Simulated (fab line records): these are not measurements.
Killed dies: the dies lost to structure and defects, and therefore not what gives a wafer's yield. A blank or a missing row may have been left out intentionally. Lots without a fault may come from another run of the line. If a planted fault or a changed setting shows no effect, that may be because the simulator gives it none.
Matching of chambers :: flow n5_finfet :: 4 sister chambers for N5_BEOL_M2_ALD_98 on ald_sin-04
The step deposits SiO2, target thk 2.5 nm, pulse time 1 s, co reactant pulse time 1 s. 4 wafers are shown with their chamber, then 7 later ones without.

WAFERS WITH THEIR CHAMBER
wafer: L082.3
chamber: 1
heater_power_w (W): 67

wafer: L082.6
chamber: 0
heater_power_w (W): 79

wafer: L088.1
chamber: 3
heater_power_w (W): 81

wafer: L088.3
chamber: 2
heater_power_w (W): 90

WAFERS WITHOUT THEIR CHAMBER
wafer: L088.6
heater_power_w (W): 81

wafer: L089.2
heater_power_w (W): 90

wafer: L089.3
heater_power_w (W): 78

wafer: L089.4
heater_power_w (W): 69

wafer: L097.2
heater_power_w (W): 69

wafer: L097.3
heater_power_w (W): 89

wafer: L097.5
heater_power_w (W): 91

WHICH CHAMBER EACH ONE RAN IN
wafer: L088.6
from the rows above: can't be placed: 3 or 0
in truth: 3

wafer: L089.2
from the rows above: 2
in truth: 2

wafer: L089.3
from the rows above: can't be placed: 0 or 3
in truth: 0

wafer: L089.4
from the rows above: 1
in truth: 1

wafer: L097.2
from the rows above: 1
in truth: 1

wafer: L097.3
from the rows above: 2
in truth: 2

wafer: L097.5
from the rows above: 2
in truth: 2
Placed correctly: 5 of 7. Cannot be placed on the basis of these rows: 2; the candidates contain the true chamber in 2. 0 placed wrongly.
How it was worked out, from the rows above alone: a wafer's distance from a chamber is the root of the sum, over the readings, of the square of ((its reading less the chamber's mean) divided by the reading's scatter). If the next closest chamber is less than 2 further off than the closest, the wafer can't be placed; otherwise it belongs to the closest. A chamber's mean is the mean of its shown wafers. The scatter (one wafer shown for each chamber): square how far every hidden wafer sits from the nearest shown wafer, average those squares and take the square root.
